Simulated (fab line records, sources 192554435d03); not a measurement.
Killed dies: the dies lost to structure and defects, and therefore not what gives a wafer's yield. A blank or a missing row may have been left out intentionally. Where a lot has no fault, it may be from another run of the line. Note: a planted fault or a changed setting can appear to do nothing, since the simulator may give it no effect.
fab line records	flow n5-finfet
[record] lots = 4	wafers = 12	last-day = 19
route steps=1938 shown BEOL_M6@1194 BEOL_M15@1830
lots untouched by any fault: they come from a run of this same line in which no faults occurred
start-h: start of the lot's first displayed wafer, in hours after the record's first day	wait-h: hours since the lot's step before	" unchanged from the row above	L1.1+2: a row that stands for several wafers	- no value, or no start was given	* or withheld: withheld	< > ~ a bound
route shown NAME@n: names a module that has steps shown in the file, with the first one's number in the route	usual: average and standard deviation across the fault-free wafers	same: alike in all rows	chamber/n: place in a boat	sites: per-site readings	_std_site: their standard deviation	_edge_site: mean of outer sites minus mean of inner sites	radius-mm: for every site, how far away it sits from the centre of the wafer	mask NAME#n: copy n	behind: tool/chamber where the wafer was last shaped	hold: reason for holding the lot/hours on hold/outcome of the hold	device: whichever transistor did not switch (one of n, p or np)	end of line: the same wafers' tests at the end of the route	where a step has no rows: the recipe by itself	killed: at the first sort, the dies lost to defects and structure; wafer yield is something else	map: the dies of a wafer, with x for killed, . for not killed, _ for no die there
set.NAME: the setting as run; set.NAME@STEP: as run at that earlier step	model.NAME: the simulator's own value behind a step, which no gauge read
lots at selected steps of the route; one table per step, one row per wafer
services: from which hour (start-h, from the record's first day; less than 0 if before it) a tool's chamber was out of use, for how many hours, and why
[[steps]]
[step N5_BEOL_M6_ILD_DEP_00]
[recipe] material = SiCOH_lowk	target-thk-a = 1797.5	temp-c = 300	precursor = DEMS/porogen	pressure-torr = 5	rf-w = 500	time-s = 33.4
[step N5_BEOL_M6_CURE_74]
[recipe] temp-c = 385	time-s = 240	ambient = He/Ar	material = SiCOH_lowk
[step N5_BEOL_M6_PECVD_70]
[recipe] material = SiO2	target-thk-a = 200	temp-c = 400	precursor = TEOS/O2	pressure-torr = 5.5	rf-w = 450	teos-flow-sccm = 53.8	gas = O2	flow-sccm = 3000	time-s = 22.7
[step N5_BEOL_M6_HM_DEP_02]
[recipe] material = TiN	target-thk-a = 200	temp-c = 25	chamber-pressure-pa = 0.49996
[step N5_BEOL_M6_COAT_59]
[recipe] resist = SOC	temp-c = 250	time-s = 60	spin-rpm = 1500	resist-thk-nm = 100
[step N5_BEOL_M6_COAT_60]
[recipe] resist = SiARC	temp-c = 220	time-s = 60	spin-rpm = 1500	resist-thk-nm = 35
[step N5_BEOL_M6_COAT_05]
[recipe] resist = CAR-ArF	spin-rpm = 1500	resist-thk-nm = 90
[step N5_BEOL_M6_EBR_07]
[recipe] solvent = PGMEA	ebr-width-mm = 1.5
[step N5_BEOL_M6_SOFTBAKE_06]
[recipe] temp-c = 110	time-s = 60	resist = CAR-ArF
[step N5_BEOL_M6_EXPOSE_08]
[recipe] mask-id = M6	na = 1.35	source-shape = dipole	sigma-inner = 0.817	sigma-outer = 0.97	polarization = te	dose-mj = 68.25
[usual] exposure-dose-mJ-cm2 = 68.21/0.073	stage-vel-mm-s = 500.04/0.25
lot.wafer	tool	chamber	start-h	wait-h	mask	exposure-dose-mJ-cm2	stage-vel-mm-s
L125.1	arfi-scanner-01	0	231.58	-	M6#0	68.25	499.97
L125.2	"	0	"	"	M6#0	68.21	499.86
L125.6	"	0	"	"	M6#0	68.20	500.04
L132.1	arfi-scanner-02	0	338.43	-	M6#0	68.23	500.26
L132.3	"	0	"	"	M6#0	68.23	499.87
L132.6	"	0	"	"	M6#0	68.22	500.49
L133.1	arfi-scanner-01	0	338.60	-	M6#0	60.65	500.38
L133.2	"	0	"	"	M6#0	60.64	500.42
L133.4	"	0	"	"	M6#0	60.74	500.16
L137.1	arfi-scanner-01	0	345.38	-	M6#0	62.24	499.86
L137.2	"	0	"	"	M6#0	62.33	500.46
L137.4	"	0	"	"	M6#0	62.26	500.08
[step N5_BEOL_M6_PEB_09]
[recipe] peb-temp-c = withheld	peb-time-s = 60	resist = CAR-ArF
[step N5_BEOL_M6_DEVELOP_10]
[recipe] develop-time-s = 30	developer = TMAH	resist = CAR-ArF	rinse-liquid = diw	dry = air-spin	dev-temp-c = 23
[step N5_BEOL_M6_CD_MEAS_11]
[recipe] target-cd-nm = 38.5	landing-energy-ev = 500	detector = se-inlens	polarity = opening
[usual] cd-nm = 38.6/0.53
lot.wafer	tool	chamber	start-h	wait-h	cd-nm
L125.1	cd-sem-01	0	231.71	-	38.9
L125.2	"	0	"	"	38.8
L125.6	"	0	"	"	38.2
L132.1	cd-sem-01	0	338.56	-	37.8
L132.3	"	0	"	"	38.5
L132.6	"	0	"	"	38.7
L133.1	cd-sem-02	0	338.73	-	34.3
L133.2	"	0	"	"	33.7
L133.4	"	0	"	"	34.5
L137.1	cd-sem-02	0	345.51	-	34.4
L137.2	"	0	"	"	34.3
L137.4	"	0	"	"	34.2
[step N5_BEOL_M6_DESCUM_16]
[recipe] chemistry = O2	time-s = 7.9	source-power-w = 50	bias-power-w = 20	pressure-mtorr = 20	rf-frequency-hz = 2.712e+07	temp-c = 40	resist = CAR-ArF	o2-flow-sccm = 225
[step N5_BEOL_M6_ETCH_61]
[recipe] chemistry = CF4	target = SiARC	target-depth-a = 455	mask-material = CAR-ArF	time-s = 75.8	ion-energy-ev = 80	pressure-mtorr = 40	source-w = 545	bias-w = 36	Ar_flow_sccm = 100	cf4-flow-sccm = 100	ends = cleared
[usual] drypump-motor-current-A = 5.6/0.5	etch-rf-on-time-s = 75.8/2	oes-product-au = 0.69/0.074	rf-vpp-V = 184.0/1	showerhead-plenum-p-Torr = 2.13/0.057	throttle-valve-pct = 15.53/0.28
lot.wafer	tool	chamber	start-h	wait-h	drypump-motor-current-A	etch-rf-on-time-s	oes-product-au	rf-hours-counter-h	rf-vpp-V	showerhead-plenum-p-Torr	throttle-valve-pct	model.BEOL_M6.cd-offset-nm
L125.1	rie-diel-05	0	232.35	0.0	5.6	76.5	0.60	246	184.6	2.11	15.80	0.4
L125.2	"	1	"	"	5.8	75.7	0.59	231	182.7	2.03	15.93	0.2
L125.6	"	0	"	"	5.6	75.5	0.60	-	183.5	2.11	15.81	0
L132.1	rie-diel-01	0	338.68	0.0	5.8	71.7	0.74	73	185.8	2.17	15.31	-0.4
L132.3	"	1	"	"	6.0	75.3	0.65	131	185.0	2.14	15.45	0.4
L132.6	"	1	"	"	6.0	75.1	0.65	-	184.1	2.14	15.46	0.4
L133.1	rie-diel-05	0	338.85	0.0	5.7	75.9	0.77	21	182.9	2.10	15.40	-4.6
L133.2	"	3	"	"	6.6	76.8	0.70	62	182.6	2.08	15.20	-4.2
L133.4	"	1	"	"	5.8	73.4	0.83	8	186.7	2.27	15.46	-4.4
L137.1	rie-diel-01	3	345.64	0.0	6.1	76.6	0.62	163	185.3	2.15	16.05	-4.2
L137.2	"	1	"	"	6.0	76.0	0.65	134	184.7	2.14	15.47	-4.2
L137.4	"	2	"	"	5.4	78.3	0.65	107	183.3	2.07	15.64	-3.8
[step N5_BEOL_M6_ETCH_62]
[recipe] chemistry = N2/H2	target = SOC	target-depth-a = 1100	overetch-a = 220	mask-material = SiARC	temp-c = 40	time-s = 165	ion-energy-ev = 200	pressure-mtorr = 30	source-w = 840	bias-w = 150	n2-flow-sccm = 200	h2-flow-sccm = 200
[step N5_BEOL_M6_STRIP_68]
[recipe] chemistry = N2/H2	temp-c = 40	n2-flow-sccm = 200	h2-flow-sccm = 200	rf-frequency-hz = 6e+07
[step N5_BEOL_M6_STRIP_67]
[recipe] chemistry = CF4	resist = SiARC	power-w = 300	bias-power-w = 75	pressure-mtorr = 50	cf4-flow-sccm = 150	rf-frequency-hz = 6e+07
[step N5_BEOL_M6_HM_OPEN_17]
[recipe] chemistry = Cl2/BCl3	target-depth-a = 200	overetch-a = 60	target = TiN	mask-material = SOC	ion-energy-ev = 150	pressure-mtorr = 10	icp-w = 1000	bias-w = 126	Cl2_flow_sccm = 53.25	bcl3-flow-sccm = 21.75	Ar_flow_sccm = 25
[usual] drypump-motor-current-A = 5.9/0.33	oes-product-au = 0.69/0.045	throttle-valve-pct = 22.15/0.15
lot.wafer	tool	chamber	start-h	wait-h	drypump-motor-current-A	oes-product-au	rf-hours-counter-h	throttle-valve-pct	model.BEOL_M6.cd-offset-nm
L125.1	rie-metal-01	0	232.60	0.0	5.6	0.77	7	22.00	0.2
L125.2	"	1	"	"	6.2	0.66	37	22.09	0
L125.6	"	0	"	"	5.6	0.76	-	22.01	0
L132.1	rie-metal-03	0	338.93	0.0	5.9	0.61	62	21.95	-0.2
L132.3	"	1	"	"	5.9	0.67	-	22.25	0.4
L132.6	"	0	"	"	5.9	0.61	-	21.97	0.4
L133.1	rie-metal-02	0	339.09	0.0	6.2	0.72	20	22.14	-4.6
L133.2	"	1	"	"	5.3	0.68	31	22.41	-4.2
L133.4	"	1	"	"	5.3	0.68	-	22.40	-4.4
L137.1	rie-metal-01	1	345.88	0.0	6.2	0.64	46	22.10	-4.2
L137.2	"	0	"	"	5.6	0.73	17	22.03	-4.4
L137.4	"	0	"	"	5.6	0.73	-	22.02	-4.2
[step N5_BEOL_M6_STRIP_19]
[recipe] chemistry = O2	power-w = 400	temp-c = 40	pressure-mtorr = 30	rf-frequency-hz = 6e+07	bias-power-w = 0	overash-fraction = 0.2	o2-flow-sccm = 225
[step N5_BEOL_M6_CD_MEAS_18]
[recipe] pitch-nm = 80	target-cd-nm = 40
[usual] cd-nm = 40.2/0.56
lot.wafer	tool	chamber	start-h	wait-h	cd-nm
L125.1	cd-sem-02	-	232.78	0.0	40.3
L125.2	"	-	"	"	39.6
L125.6	"	-	"	"	39.8
L132.1	cd-sem-03	-	339.11	0.0	39.9
L132.3	"	-	"	"	40.4
L132.6	"	-	"	"	40.3
L133.1	cd-sem-03	-	339.27	0.0	35.5
L133.2	"	-	"	"	35.6
L133.4	"	-	"	"	35.5
L137.1	cd-sem-03	-	346.06	0.0	35.6
L137.2	"	-	"	"	35.4
L137.4	"	-	"	"	35.6
[step N5_BEOL_M6_COAT_63]
[recipe] resist = SOC	temp-c = 250	time-s = 60	spin-rpm = 1500	resist-thk-nm = 60
[step N5_BEOL_M6_COAT_64]
[recipe] resist = SiARC	temp-c = 220	time-s = 60	spin-rpm = 1500	resist-thk-nm = 12
[step N5_BEOL_M6_COAT_71]
[recipe] resist = underlayer	temp-c = 205	time-s = 60	spin-rpm = 1500	resist-thk-nm = 5
[step N5_BEOL_M6_COAT_22]
[recipe] resist = CAR-EUV	spin-rpm = 1500	resist-thk-nm = 30
[step N5_BEOL_M6_EBR_24]
[recipe] solvent = PGMEA	ebr-width-mm = 1.5
[step N5_BEOL_M6_SOFTBAKE_23]
[recipe] temp-c = 110	time-s = 60	resist = CAR-EUV
[step N5_BEOL_M6_EXPOSE_25]
[recipe] mask-id = V5	na = 0.33	source-shape = annular	sigma-inner = 0.4	sigma-outer = 0.8	polarization = unpolarized	target-cd-nm = 40	dose-mj = 45
[step N5_BEOL_M6_PEB_26]
[recipe] peb-temp-c = 100	peb-time-s = 60	resist = CAR-EUV
[step N5_BEOL_M6_DEVELOP_27]
[recipe] develop-time-s = 30	developer = TMAH	resist = CAR-EUV	rinse-liquid = surfactant-rinse	dry = air-spin	dev-temp-c = 23
[step N5_BEOL_M6_DESCUM_33]
[recipe] chemistry = O2	time-s = 7	source-power-w = 50	bias-power-w = 20	pressure-mtorr = 20	rf-frequency-hz = 2.712e+07	temp-c = 40	resist = CAR-EUV	o2-flow-sccm = 225
[step N5_BEOL_M6_ETCH_72]
[recipe] chemistry = N2/H2	target = underlayer	target-depth-a = 65	mask-material = CAR-EUV	time-s = 5.2	ion-energy-ev = 200	pressure-mtorr = 30	source-w = 840	bias-w = 150	n2-flow-sccm = 200	h2-flow-sccm = 200	ends = cleared
[step N5_BEOL_M6_ETCH_65]
[recipe] chemistry = CF4	target = SiARC	target-depth-a = 156	mask-material = CAR-EUV	time-s = 26	ion-energy-ev = 80	pressure-mtorr = 40	source-w = 545	bias-w = 36	Ar_flow_sccm = 100	cf4-flow-sccm = 100	ends = cleared
[step N5_BEOL_M6_ETCH_66]
[recipe] chemistry = N2/H2	target = SOC	target-depth-a = 800	overetch-a = 160	mask-material = SiARC	temp-c = 40	time-s = 120	ion-energy-ev = 200	pressure-mtorr = 30	source-w = 840	bias-w = 150	n2-flow-sccm = 200	h2-flow-sccm = 200
[step N5_BEOL_M15_RC_MEAS_101]
[usual] etest-temp-c = 25.00/0.098	COMB_M10 = 1.4e-11/3.2e-12	COMB_M11 = 1.4e-11/3.2e-12	COMB_M12 = 5.6e-12/1.4e-12	COMB_M13 = 3.9e-12/1.3e-12	COMB_M13_max_site = 5.9e-12/1.8e-12	COMB_M14 = 2.8e-12/1.1e-12	COMB_M15 = 1.7e-12/1e-12	COMB_M5 = 3.7e-11/7.5e-12	COMB_M6 = 2.5e-11/5.2e-12	COMB_M7 = 2.5e-11/5.5e-12	COMB_M8 = 2.6e-11/5.3e-12	COMB_M9 = 1.3e-11/3.2e-12	SERP_M10 = 3.04/0.087	SERP_M11 = 3.05/0.073	SERP_M12 = 0.619/0.016	SERP_M13 = 0.306/0.0062	SERP_M14 = 0.160/0.0053	SERP_M5 = 39.0/1.6	SERP_M6 = 13.7/0.56	SERP_M6_max_site = 14.3/0.63	SERP_M7 = 13.6/0.52	SERP_M8 = 13.5/0.51	SERP_M9 = 3.04/0.066
lot.wafer	tool	chamber	start-h	wait-h	etest-temp-c	COMB_M10[S/m]	COMB_M11[S/m]	COMB_M12[S/m]	COMB_M13[S/m]	COMB_M13_max_site[S/m]	COMB_M14[S/m]	COMB_M15[S/m]	COMB_M5[S/m]	COMB_M6[S/m]	COMB_M7[S/m]	COMB_M8[S/m]	COMB_M9[S/m]	SERP_M10[ohm/um]	SERP_M11[ohm/um]	SERP_M12[ohm/um]	SERP_M13[ohm/um]	SERP_M14[ohm/um]	SERP_M5[ohm/um]	SERP_M6[ohm/um]	SERP_M6_max_site[ohm/um]	SERP_M7[ohm/um]	SERP_M8[ohm/um]	SERP_M9[ohm/um]
L125.1	prober-01	0	292.51	0.0	25.08	1.5e-11	1.3e-11	7.1e-12	4e-12	4.9e-12	2e-12	4e-13	4.5e-11	3.7e-11	1.9e-11	2.4e-11	1.5e-11	3.10	2.96	0.606	0.300	0.160	39.9	14.0	14.6	13.8	13.1	3.03
L125.2	"	0	"	"	25.11	1.3e-11	1.6e-11	4.4e-12	3.3e-12	5.7e-12	4e-12	6e-13	2.7e-11	2.7e-11	2.8e-11	3.6e-11	2.1e-11	3.06	2.90	0.599	0.301	0.169	39.7	13.7	14.8	13.5	13.6	3.03
L125.6	"	0	"	"	24.93	1.6e-11	1.1e-11	6.1e-12	2.3e-12	5.7e-12	1.9e-12	8e-13	3.5e-11	4e-11	2.7e-11	2.9e-11	1.1e-11	3.02	2.90	0.621	0.314	0.159	38.5	14.6	15.4	13.8	14.0	2.98
L133.1	prober-01	0	430.19	0.0	25.13	1.4e-11	1.5e-11	4.8e-12	2.3e-12	6.3e-12	2.4e-12	9e-13	4e-11	1.9e-11	1.7e-11	2.5e-11	1.1e-11	3.04	2.96	0.639	0.306	0.151	40.4	17.0	19.0	13.8	13.5	2.95
L133.2	"	0	"	"	25.01	1.4e-11	1e-11	4e-12	2.4e-12	4.1e-12	1.8e-12	9e-13	3.3e-11	1.8e-11	1.5e-11	1.9e-11	1.1e-11	2.92	3.12	0.631	0.309	0.158	42.5	17.2	17.4	13.6	14.1	3.09
L133.4	"	0	"	"	24.91	1.7e-11	1.4e-11	5.6e-12	2e-12	2.9e-12	2.1e-12	8e-13	4.9e-11	2e-11	2.2e-11	1.8e-11	1.2e-11	3.02	3.00	0.628	0.317	0.157	39.4	16.4	17.1	13.2	12.6	3.02
L137.1	prober-02	0	435.61	0.0	25.00	1.6e-11	1.5e-11	5.3e-12	6.6e-12	7.9e-12	4e-12	3.3e-12	3.2e-11	3.8e-11	2.4e-11	2.5e-11	1.8e-11	3.05	3.07	0.615	0.306	0.156	39.5	15.5	16.6	14.5	13.5	3.13
L137.2	"	0	"	"	25.07	1.1e-11	1.8e-11	5.9e-12	7.5e-12	9.8e-12	3.5e-12	3e-12	4.6e-11	3.6e-11	2.1e-11	2.7e-11	9e-12	2.95	3.18	0.618	0.302	0.155	38.0	16.8	18.2	14.3	13.6	2.92
L137.4	"	0	"	"	25.16	1.2e-11	1.4e-11	5.1e-12	5.4e-12	6.8e-12	3.3e-12	3e-12	4.8e-11	2.5e-11	2.7e-11	2.8e-11	1.2e-11	3.02	3.03	0.617	0.314	0.162	38.3	16.4	18.0	14.2	14.2	3.13
L132.1	prober-01	0	443.48	0.0	24.99	8e-12	1.7e-11	2.8e-12	4.1e-12	7.1e-12	1.1e-12	4e-13	3.8e-11	2e-11	1.7e-11	1.8e-11	1.6e-11	2.96	3.06	0.625	0.300	0.154	38.4	13.3	13.9	13.0	14.3	2.95
L132.3	"	0	"	"	25.09	1e-11	9e-12	4.3e-12	3.6e-12	5.4e-12	2e-12	9e-13	2.9e-11	1.8e-11	2.1e-11	3e-11	1.4e-11	3.09	3.03	0.623	0.306	0.168	38.5	13.4	14.2	13.4	13.4	3.11
L132.6	"	0	"	"	25.05	1.4e-11	1.5e-11	3.8e-12	4.2e-12	9e-12	1.8e-12	4e-13	2.5e-11	3e-11	2.7e-11	2.9e-11	1.3e-11	3.01	3.03	0.604	0.302	0.159	38.3	12.7	12.9	13.4	14.2	2.99
// sites SERP_M6 radius-mm=0,75,75,75,75,140,140,140,140
L125.1 13.7 14.2 13.3 13.7 14.0 14.2 14.0 14.1 14.6
L133.1 16.5 16.8 16.8 16.7 17.0 18.2 17.5 18.0 19.0
L137.1 14.7 15.6 15.5 15.4 15.4 16.6 15.8 15.9 15.4
L132.1 12.8 13.3 13.5 12.9 12.8 13.3 13.9 13.8 13.5
[[services]]
tool	chamber	start-h	hours	kind
arfi-scanner-02	-	212.02	0.8	repair
arfi-scanner-02	-	221.46	0.8	pm
arfi-scanner-02	-	226.04	0.3	repair
arfi-scanner-01	-	228.79	2.0	repair
rie-metal-03	1	242.54	4.7	repair
rie-diel-05	0	243.82	-	clean
rie-diel-05	0	243.82	-	consumable-replace:focus-ring
rie-diel-05	0	243.82	17.7	scheduled-down
rie-diel-05	0	243.82	17.7	vent-cycle
arfi-scanner-01	-	249.40	1.3	pm
arfi-scanner-02	-	253.36	1.0	pm
rie-metal-03	0	253.58	10.4	repair
arfi-scanner-01	-	269.69	4.9	pm
arfi-scanner-02	-	271.45	3.1	pm
rie-diel-05	3	276.08	2.3	repair
rie-diel-05	1	281.57	-	clean
rie-diel-05	1	281.57	-	consumable-replace:focus-ring
rie-diel-05	1	281.57	-	consumable-replace:showerhead
rie-diel-05	1	281.57	18.5	scheduled-down
arfi-scanner-01	-	302.06	1.0	pm
rie-diel-01	2	315.19	3.4	repair
rie-diel-01	0	316.28	5.0	repair
arfi-scanner-02	-	322.34	1.3	pm
arfi-scanner-01	-	333.79	0.8	pm
[[key]]
[first-sign] step = N5_BEOL_M6_EXPOSE_08	reading = exposure-dose-mJ-cm2	direction = down	sigmas = 92	usual = 68.21	struck = 61.48
[effect] step = N5_BEOL_M6_CD_MEAS_11	reading = cd-nm	direction = down	sigmas = 8.2	usual = 38.6	struck = 34.2	through = control-loop
[effect] step = N5_BEOL_M6_CD_MEAS_18	reading = cd-nm	direction = down	sigmas = 8.3	usual = 40.2	struck = 35.5	through = control-loop
[effect] step = N5_BEOL_M15_RC_MEAS_101	reading = SERP_M6	direction = up	sigmas = 5.2	usual = 13.7	struck = 16.6
[model-effect] step = N5_BEOL_M6_ETCH_61	value = BEOL_M6.cd-offset-nm	without = 0.5667	struck = -4.233
[model-effect] step = N5_BEOL_M6_HM_OPEN_17	value = BEOL_M6.cd-offset-nm	without = 0.4667	struck = -4.333
met-at N5_BEOL_M6_EXPOSE_08
struck-wafers L133.1,L133.2,L133.4,L137.1,L137.2,L137.4
[loop-trim] step = N5_BEOL_M6_EXPOSE_08	setting = dose	lots = L137
onset-between 231.58 338.60
[fault] kind = process-parameter-drift	tool = arfi-scanner-01	chamber = -	onset-h = 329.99	steps = N5_BEOL_M6_EXPOSE_08	channel = dose-mj	offset = -7.5366	shape = step	acts-in = these-recipes-only	stated = 68.25
// loop-trim: a control loop set the setting to another value than it would have without faults
